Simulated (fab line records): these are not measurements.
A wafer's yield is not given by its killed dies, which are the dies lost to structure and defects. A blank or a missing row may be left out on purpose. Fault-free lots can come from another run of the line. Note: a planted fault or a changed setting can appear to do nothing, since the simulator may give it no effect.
Chamber matching / flow n5Finfet / N5_BEOL_M1_PECVD_72 on pecvd-03 has 3 sister chambers
The step deposits SiO2 from TEOS/O2, target thk 16 nm, time 18 s. 3 wafers are shown with their chamber, then 7 later ones without.

EACH WAFER AND ITS CHAMBER
wafer=L075.5; chamber=2; heaterPowerW (W)=614
wafer=L095.2; chamber=0; heaterPowerW (W)=606
wafer=L095.3; chamber=1; heaterPowerW (W)=769

WAFERS WITHOUT THEIR CHAMBER
wafer=L095.4; heaterPowerW (W)=602
wafer=L092.4; heaterPowerW (W)=683
wafer=L092.5; heaterPowerW (W)=616
wafer=L092.6; heaterPowerW (W)=644
wafer=L096.1; heaterPowerW (W)=582
wafer=L096.3; heaterPowerW (W)=787
wafer=L096.5; heaterPowerW (W)=802

CHAMBER TAKEN BY EACH
wafer=L095.4; from the rows above=can't be placed: 0 or 2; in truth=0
wafer=L092.4; from the rows above=can't be placed: 2 or 0 or 1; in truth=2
wafer=L092.5; from the rows above=can't be placed: 2 or 0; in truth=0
wafer=L092.6; from the rows above=can't be placed: 2 or 0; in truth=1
wafer=L096.1; from the rows above=can't be placed: 0 or 2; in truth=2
wafer=L096.3; from the rows above=1; in truth=1
wafer=L096.5; from the rows above=1; in truth=1
Correctly placed: 2 of 7. From these rows, 5 cannot be placed; in 4 the true chamber is one of the candidates. Number placed wrongly: 0.
How it was worked out, from the rows above alone: a wafer's distance from a chamber is the root of the sum, over the readings, of the square of ((its reading less the chamber's mean) divided by the reading's scatter). The wafer belongs to the nearest chamber; if the next one is less than 2 further off, it can't be placed. For every chamber, the mean is computed from those of its wafers that are shown. The scatter (one wafer shown for each chamber): square how far every hidden wafer sits from the nearest shown wafer, average those squares and take the square root.
